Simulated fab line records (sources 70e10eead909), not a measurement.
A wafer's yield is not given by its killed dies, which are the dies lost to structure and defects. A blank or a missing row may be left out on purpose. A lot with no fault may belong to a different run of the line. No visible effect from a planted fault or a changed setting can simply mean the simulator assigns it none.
fab line records + flow nand-harc
record:
- lots: 6
- wafers: 18
- last-day: 33
route steps=1302 shown A_DECK1_JOINT@533 A_ONON_D2@545
lots that met no fault: taken from a fault-free run of the same line
start-h: start of the lot's first displayed wafer, in hours after the record's first day + wait-h: how many hours have passed since the lot's step before this one + " same as the row above + L1.1+2: a single row standing in for several wafers + - value missing, or start not given + * or withheld: withheld + < > ~ a bound
route shown NAME@n: a module of which the file shows steps, and the number in the route of the first + usual: the fault-free wafers' mean and standard deviation + same: alike in all rows + chamber/n: place in a boat + sites: per-site readings + _std_site: the values' standard deviation + _edge_site: the outer-site mean with the inner-site mean subtracted + radius-mm: how far each site lies from the wafer's centre + mask NAME#n: copy n + behind: tool/chamber where the wafer was last shaped + hold: cause of the lot's hold/its duration in hours/its outcome + device: the n, p or np transistor that did not switch + end of line: at the end of the route, the tests of the same wafers + a step given without rows: its recipe and nothing more + killed: count of dies lost to structure and defects at first sort (not the wafer's yield) + map: a wafer's dies, x killed, . not, _ none there
set.NAME: the setting that was run; set.NAME@STEP: the one run at that earlier step + model.NAME: the simulator's own value behind a step, which no gauge read
lots at selected steps of the route; one table per step, one row per wafer
services: a tool's chamber out of use, with start hour (start-h, from the record's first day; less than 0 if before it), hours out, and reason
== steps ==
step: NHARC_A_DECK1_JOINT_CVD_34
recipe:
- target-thk-a: 200
- temp-c: 700
- pressure-mtorr: 300
- material: SiNx
step: NHARC_A_DECK1_JOINT_DEP_06
recipe:
- target-thk-a: 800
- temp-c: 65
- material: SiOx
step: NHARC_A_DECK1_JOINT_CURE_26
recipe:
- temp-c: 150
- time-s: 32
- pressure-atm: 0.395
step: NHARC_A_DECK1_JOINT_ANNEAL_27
recipe:
- temp-c: 400
- time-s: 3600
- idle-temp-c: 300
- ramp-up-c-per-min: 10
- densification-p-h2o-torr: 640
step: NHARC_A_DECK1_JOINT_ANNEAL_28
recipe:
- temp-c: 500
- time-s: 1800
- idle-temp-c: 400
- ramp-up-c-per-min: 10
- densification-p-h2o-torr: 640
step: NHARC_A_DECK1_JOINT_ANNEAL_29
recipe:
- temp-c: 750
- time-s: 1800
- idle-temp-c: 500
- ramp-up-c-per-min: 10
- ramp-down-c-per-min: 3
step: NHARC_A_DECK1_JOINT_CMP_02
recipe:
- material: SiOx
usual:
- motor-current-A: 12.1/1.3
- slurry-filter-dp-kPa: 13.50/0.15
| lot.wafer | tool   | chamber | start-h | wait-h | motor-current-A | slurry-filter-dp-kPa |
|-----------|--------|---------|---------|--------|-----------------|----------------------|
| L321.3    | cmp-04 | 3       | 290.37  | 0.4    | 10.8            | 13.31                |
| L321.6    | "      | 2       | "       | "      | 12.0            | 13.46                |
| L321.5    | "      | 3       | "       | "      | 10.5            | 13.78                |
| L332.3    | cmp-01 | 1       | 409.61  | 0.4    | 12.1            | 13.55                |
| L332.6    | "      | 0       | "       | "      | 11.1            | 13.42                |
| L332.5    | "      | 1       | "       | "      | 12.1            | 13.53                |
| L334.2    | cmp-01 | 3       | 421.05  | 0.5    | 14.4            | 13.59                |
| L334.3    | "      | 0       | "       | "      | 10.2            | 13.29                |
| L334.4    | "      | 1       | "       | "      | 12.2            | 13.46                |
| L339.4    | cmp-02 | 2       | 468.26  | 0.4    | 10.3            | 13.53                |
| L339.1    | "      | 0       | "       | "      | 11.6            | 13.52                |
| L339.6    | "      | 2       | "       | "      | 10.1            | 13.52                |
| L341.4    | cmp-02 | 1       | 488.71  | 0.4    | 12.1            | 13.64                |
| L341.5    | "      | 1       | "       | "      | 12.5            | 13.20                |
| L341.6    | "      | 2       | "       | "      | 10.8            | 13.60                |
| L342.4    | cmp-02 | 3       | 505.55  | 0.4    | 13.7            | 13.42                |
| L342.3    | "      | 1       | "       | "      | 11.9            | 13.63                |
| L342.6    | "      | 0       | "       | "      | 12.0            | 13.64                |
step: NHARC_A_DECK1_JOINT_SRD_15
step: NHARC_A_DECK1_JOINT_DEP_16
recipe:
- target-thk-a: 450
- temp-c: 400
- pressure-torr: 6.5
- rf-w: 900
- teos-flow-sccm: 161.4
- flow-sccm: 2650
- target-thk-nm: 45
- gas: O2
- material: SiO2
usual:
- heater-power-w: 565/110
- throttle-valve-pct: 16.0/0.41
| lot.wafer | tool     | chamber | start-h | wait-h | heater-power-w | throttle-valve-pct |
|-----------|----------|---------|---------|--------|----------------|--------------------|
| L321.3    | pecvd-02 | 1       | 290.74  | 0.1    | 540            | 15.2               |
| L321.5    | "        | 2       | "       | "      | 523            | 16.5               |
| L321.6    | "        | 0       | "       | "      | 619            | 16.7               |
| L332.3    | pecvd-03 | 1       | 410.00  | 0.1    | 601            | 16.6               |
| L332.5    | "        | 1       | "       | "      | 591            | 16.2               |
| L332.6    | "        | 2       | "       | "      | 679            | 15.8               |
| L334.2    | pecvd-04 | 1       | 421.42  | 0.1    | 777            | 15.6               |
| L334.3    | "        | 2       | "       | "      | 441            | 16.0               |
| L334.4    | "        | 1       | "       | "      | 812            | 16.6               |
| L339.1    | pecvd-02 | 2       | 468.65  | 0.1    | 521            | 15.7               |
| L339.4    | "        | 1       | "       | "      | 549            | 15.5               |
| L339.6    | "        | 2       | "       | "      | 526            | 15.6               |
| L341.6    | pecvd-04 | 1       | 489.18  | 0.2    | 873            | 16.1               |
| L341.5    | "        | 2       | "       | "      | 487            | 15.7               |
| L341.4    | "        | 0       | "       | "      | 582            | 16.5               |
| L342.3    | pecvd-03 | 0       | 506.02  | 0.2    | 477            | 16.4               |
| L342.4    | "        | 2       | "       | "      | 629            | 15.9               |
| L342.6    | "        | 2       | "       | "      | 634            | 15.7               |
step: NHARC_A_DECK1_JOINT_THK_MEAS_17
recipe:
- thk-meas-gauge: ellipsometry
usual:
- thk-nm: 44.9/1.2
| lot.wafer | tool          | chamber | start-h | wait-h | thk-nm |
|-----------|---------------|---------|---------|--------|--------|
| L321.3    | film-metro-02 | -       | 291.02  | 0.3    | 43.2   |
| L321.5    | "             | -       | "       | "      | 47.2   |
| L321.6    | "             | -       | "       | "      | 45.5   |
| L332.3    | film-metro-02 | -       | 410.25  | 0.2    | 43.9   |
| L332.5    | "             | -       | "       | "      | 44.7   |
| L332.6    | "             | -       | "       | "      | 46.0   |
| L334.2    | film-metro-02 | -       | 421.70  | 0.3    | 45.0   |
| L334.3    | "             | -       | "       | "      | 44.3   |
| L334.4    | "             | -       | "       | "      | 46.2   |
| L339.1    | film-metro-02 | -       | 468.90  | 0.2    | 43.3   |
| L339.4    | "             | -       | "       | "      | 45.2   |
| L339.6    | "             | -       | "       | "      | 45.8   |
| L341.4    | film-metro-01 | -       | 489.37  | 0.1    | 46.6   |
| L341.5    | "             | -       | "       | "      | 44.8   |
| L341.6    | "             | -       | "       | "      | 46.1   |
| L342.3    | film-metro-02 | -       | 506.30  | 0.2    | 44.6   |
| L342.4    | "             | -       | "       | "      | 44.6   |
| L342.6    | "             | -       | "       | "      | 44.8   |
step: NHARC_A_DECK1_JOINT_INSPECT_05
usual:
- raw-defect-count: 302/130
| lot.wafer | tool              | chamber | start-h | wait-h | raw-defect-count |
|-----------|-------------------|---------|---------|--------|------------------|
| L321.3    | defect-inspect-02 | -       | 291.06  | 0.0    | 339              |
| L321.5    | "                 | -       | "       | "      | 212              |
| L321.6    | "                 | -       | "       | "      | 346              |
| L332.3    | defect-inspect-02 | -       | 410.29  | 0.0    | 325              |
| L332.5    | "                 | -       | "       | "      | 259              |
| L332.6    | "                 | -       | "       | "      | 309              |
| L334.2    | defect-inspect-02 | -       | 421.74  | 0.0    | 422              |
| L334.3    | "                 | -       | "       | "      | 348              |
| L334.4    | "                 | -       | "       | "      | 278              |
| L339.1    | defect-inspect-01 | -       | 468.94  | 0.0    | 253              |
| L339.4    | "                 | -       | "       | "      | 311              |
| L339.6    | "                 | -       | "       | "      | 141              |
| L341.4    | defect-inspect-01 | -       | 489.41  | 0.0    | 171              |
| L341.5    | "                 | -       | "       | "      | 243              |
| L341.6    | "                 | -       | "       | "      | 140              |
| L342.3    | defect-inspect-02 | -       | 506.34  | 0.0    | 210              |
| L342.4    | "                 | -       | "       | "      | 625              |
| L342.6    | "                 | -       | "       | "      | 459              |
step: NHARC_A_ONON_D2_DEP_00
recipe:
- target-thk-a: 10000
- n2-flow-sccm: 2750
- n2o-flow-sccm: 2000
- nh3-flow-sccm: 500
- sih4-flow-sccm: 210
- temp-c: 400
usual:
- sih4-flow-sccm: 210.0/0.63
| lot.wafer | tool          | chamber | start-h | wait-h | sih4-flow-sccm |
|-----------|---------------|---------|---------|--------|----------------|
| L321.3    | pecvd-onon-03 | 0       | 291.24  | 0.2    | 210.2          |
| L321.5    | "             | 0       | "       | "      | 210.5          |
| L321.6    | "             | 0       | "       | "      | 211.0          |
| L332.3    | pecvd-onon-04 | 0       | 410.47  | 0.2    | 209.4          |
| L332.5    | "             | 0       | "       | "      | 208.6          |
| L332.6    | "             | 0       | "       | "      | 208.8          |
| L334.2    | pecvd-onon-04 | 0       | 422.03  | 0.3    | 210.1          |
| L334.3    | "             | 0       | "       | "      | 209.9          |
| L334.4    | "             | 0       | "       | "      | 210.2          |
| L339.1    | pecvd-onon-01 | 0       | 469.00  | 0.1    | 209.7          |
| L339.4    | "             | 0       | "       | "      | 209.7          |
| L339.6    | "             | 0       | "       | "      | 209.6          |
| L341.4    | pecvd-onon-03 | 0       | 489.65  | 0.2    | 210.0          |
| L341.5    | "             | 0       | "       | "      | 209.9          |
| L341.6    | "             | 0       | "       | "      | 209.6          |
| L342.3    | pecvd-onon-04 | 0       | 506.52  | 0.2    | 210.5          |
| L342.4    | "             | 0       | "       | "      | 209.1          |
| L342.6    | "             | 0       | "       | "      | 210.3          |
step: NHARC_A_ONON_D2_THK_MEAS_02
recipe:
- thk-meas-gauge: ellipsometry
usual:
- thk-nm: 998/12
| lot.wafer | tool          | chamber | start-h | wait-h | thk-nm |
|-----------|---------------|---------|---------|--------|--------|
| L321.3    | film-metro-02 | -       | 291.63  | -      | 1003   |
| L321.5    | "             | -       | "       | "      | 1003   |
| L321.6    | "             | -       | "       | "      | 1004   |
| L332.3    | film-metro-02 | -       | 410.87  | -      | 1037   |
| L332.5    | "             | -       | "       | "      | 1039   |
| L332.6    | "             | -       | "       | "      | 1040   |
| L334.2    | film-metro-02 | -       | 422.48  | -      | 1054   |
| L334.3    | "             | -       | "       | "      | 1055   |
| L334.4    | "             | -       | "       | "      | 1052   |
| L339.1    | film-metro-02 | -       | 469.51  | -      | 982    |
| L339.4    | "             | -       | "       | "      | 982    |
| L339.6    | "             | -       | "       | "      | 985    |
| L341.4    | film-metro-01 | -       | 489.98  | -      | 996    |
| L341.5    | "             | -       | "       | "      | 997    |
| L341.6    | "             | -       | "       | "      | 996    |
| L342.3    | film-metro-02 | -       | 506.92  | -      | 1009   |
| L342.4    | "             | -       | "       | "      | 1009   |
| L342.6    | "             | -       | "       | "      | 1008   |
step: NHARC_A_ONON_D2_DEP_03
recipe:
- target-thk-a: 10000
- n2-flow-sccm: 2750
- n2o-flow-sccm: 2000
- nh3-flow-sccm: 500
- sih4-flow-sccm: 210
- temp-c: 400
== services ==
| tool          | chamber | start-h | hours | kind   |
|---------------|---------|---------|-------|--------|
| pecvd-04      | -       | 273.65  | 13.0  | pm     |
| cmp-01        | -       | 283.59  | 4.0   | pm     |
| cmp-02        | -       | 310.13  | 0.5   | repair |
| pecvd-onon-04 | -       | 311.23  | 13.0  | pm     |
| cmp-02        | -       | 324.33  | 2.4   | repair |
| pecvd-04      | 0       | 326.59  | 8.8   | repair |
| cmp-02        | -       | 330.50  | 4.0   | pm     |
| cmp-02        | -       | 339.13  | 1.5   | repair |
| cmp-02        | -       | 356.38  | 6.5   | repair |
| cmp-01        | -       | 361.09  | 1.8   | repair |
| pecvd-03      | -       | 366.00  | 13.0  | pm     |
| cmp-02        | -       | 376.62  | 0.8   | repair |
| cmp-01        | -       | 381.59  | 4.0   | pm     |
| pecvd-onon-03 | -       | 408.00  | 13.0  | pm     |
| pecvd-02      | -       | 408.00  | 13.0  | pm     |
| cmp-02        | -       | 420.66  | 3.0   | repair |
| pecvd-04      | -       | 425.73  | 0.8   | repair |
| cmp-02        | -       | 428.50  | 4.0   | pm     |
| pecvd-04      | 0       | 432.38  | 3.8   | repair |
| pecvd-04      | -       | 454.65  | 13.0  | pm     |
| pecvd-02      | 2       | 459.89  | 5.5   | repair |
| cmp-01        | -       | 479.59  | 4.0   | pm     |
| pecvd-02      | 1       | 491.94  | 5.6   | repair |
| pecvd-onon-04 | -       | 492.23  | 13.0  | pm     |
== key ==
first-sign:
- step: NHARC_A_ONON_D2_THK_MEAS_02
- reading: thk-nm
- direction: up
- sigmas: 4
- usual: 998
- struck: 1046
effect none on later readings
met-at NHARC_A_ONON_D2_DEP_00
struck-wafers L332.3,L332.5,L332.6,L334.2,L334.3,L334.4
sort-left-out L332.3,L332.5,L332.6,L334.2,L334.3,L334.4
tester-left-out L332,L334
also-fits NHARC_A_DECK1_JOINT_CMP_02:cmp-01
fault:
- kind: process-parameter-drift
- tool: pecvd-onon-04
- chamber: -
- onset-h: 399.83
- steps: NHARC_A_ONON_D2_DEP_00
- channel: target-thk-a
- offset: *
- shape: step
- end-h: 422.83
- acts-in: *
- stated: *
tester-left-out: of these lots the tester's yield and bins aren't shown, on N5 and GAA mostly nor the transistor test; their killed dies are dies lost to structure and defects alone, not to doping, threshold or leakage, so they don't give the yield
sort-left-out: the simulated sort isn't trusted on such a fault, so these wafers' sort isn't shown, and their yield isn't known
